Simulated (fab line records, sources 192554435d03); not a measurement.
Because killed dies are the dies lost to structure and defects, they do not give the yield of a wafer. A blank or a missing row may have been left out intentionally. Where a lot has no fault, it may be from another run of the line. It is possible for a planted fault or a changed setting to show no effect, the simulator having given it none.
Matching of chambers    flow n5Finfet    N5_BEOL_M1_VIA_ETCH_34 on rieDiel-03: 4 sister chambers
The step etches the open film in C4F6/O2, target depth 67.8 nm, time 64.4 s. 18 wafers are shown with their chamber, then 9 later ones without.

== WAFERS WITH THEIR CHAMBER ==
wafer   chamber  drypumpMotorCurrentA (A)  throttleValvePct (%)  rfVppV (V)
L077.2  3        5.5                       30.70                 658
L077.3  2        6.6                       30.89                 669
L077.6  0        6.5                       30.37                 687
L078.2  0        6.5                       30.39                 687
L078.3  1        5.7                       30.42                 656
L078.6  0        6.5                       30.37                 688
L079.1  0        6.5                       30.38                 688
L079.2  3        5.4                       30.71                 657
L079.5  3        5.4                       30.72                 657
L080.1  2        6.6                       30.88                 669
L080.4  3        5.4                       30.72                 656
L080.5  1        5.7                       30.42                 657
L081.3  0        6.5                       30.39                 686
L081.4  1        5.7                       30.42                 656
L081.6  2        6.6                       30.88                 669
L082.1  3        5.5                       30.70                 657
L082.2  2        6.6                       30.89                 670
L082.4  1        5.7                       30.42                 657

SIGNATURES (means of the wafers above)
reading               chamber 0  chamber 1  chamber 2  chamber 3  scatter within a chamber
drypumpMotorCurrentA  6.500      5.700      6.600      5.440      0.0293
throttleValvePct      30.3800    30.4200    30.8850    30.7100    0.00802
rfVppV                687.20     656.50     669.25     657.00     0.684
Rule: a wafer's distance from a chamber is the root of the sum, over the readings, of the square of ((its reading less the chamber's mean) divided by the reading's scatter). The wafer belongs to the nearest chamber; if the next one is less than 2 further off, it can't be placed. The scatter: take each reading less its chamber's mean, square it, sum over the shown wafers, divide by the number of wafers less the number of chambers, and take the root.

== WAFERS WITH NO CHAMBER GIVEN ==
wafer   drypumpMotorCurrentA (A)  throttleValvePct (%)  rfVppV (V)
L083.1  6.6                       30.89                 670
L083.3  5.7                       30.42                 658
L083.5  5.4                       30.71                 657
L085.3  6.6                       30.88                 668
L085.5  6.6                       30.91                 670
L085.6  5.4                       30.70                 656
L091.3  5.7                       30.46                 657
L091.5  6.5                       30.30                 688
L091.6  5.4                       30.74                 657

== CHAMBER TAKEN BY EACH ==
wafer   from the rows above  in truth
L083.1  2                    2
L083.3  1                    1
L083.5  3                    3
L085.3  2                    2
L085.5  2                    2
L085.6  3                    3
L091.3  1                    1
L091.5  0                    0
L091.6  3                    3
9 of 9 placed correctly. Can't be placed from these rows: 0. Placed wrongly: 0.
